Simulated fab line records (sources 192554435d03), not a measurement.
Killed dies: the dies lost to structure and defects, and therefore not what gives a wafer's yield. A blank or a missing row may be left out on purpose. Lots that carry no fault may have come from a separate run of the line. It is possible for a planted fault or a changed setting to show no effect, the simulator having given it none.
Matching of chambers + flow n5_finfet + N5_DUMMY_GATE_ETCH_36 on rie_diel-05 has 4 sister chambers
The step etches SiARC in CF4, target depth 13 nm. 4 wafers are shown with their chamber, then 9 later ones without.

## WAFERS, EACH WITH ITS CHAMBER
| wafer  | chamber | showerhead_plenum_p_Torr (Torr) |
|--------|---------|---------------------------------|
| L082.1 | 1       | 2.13                            |
| L082.3 | 3       | 2.27                            |
| L084.2 | 2       | 2.09                            |
| L084.5 | 0       | 2.03                            |

## WAFERS WITH NO CHAMBER GIVEN
| wafer  | showerhead_plenum_p_Torr (Torr) |
|--------|---------------------------------|
| L085.2 | 2.09                            |
| L085.3 | 2.13                            |
| L085.4 | 2.03                            |
| L087.1 | 2.09                            |
| L087.3 | 2.12                            |
| L087.6 | 2.27                            |
| L096.1 | 2.08                            |
| L096.2 | 2.03                            |
| L096.4 | 2.12                            |

## WHICH CHAMBER EACH WENT THROUGH
| wafer  | from the rows above | in truth |
|--------|---------------------|----------|
| L085.2 | 2                   | 2        |
| L085.3 | 1                   | 1        |
| L085.4 | 0                   | 0        |
| L087.1 | 2                   | 2        |
| L087.3 | 1                   | 1        |
| L087.6 | 3                   | 3        |
| L096.1 | 2                   | 2        |
| L096.2 | 0                   | 0        |
| L096.4 | 1                   | 1        |
Correctly placed: 9 of 9. From these rows, 0 cannot be placed. 0 placed wrongly.
How it was worked out, from the rows above alone: a wafer's distance from a chamber is the root of the sum, over the readings, of the square of ((its reading less the chamber's mean) divided by the reading's scatter). The wafer belongs to the nearest chamber; if the next one is less than 2 further off, it can't be placed. Each chamber's mean is taken over the wafers shown for it. The scatter: with one shown wafer a chamber, the root of the mean of the squares of how far each hidden wafer lies from its nearest shown one.
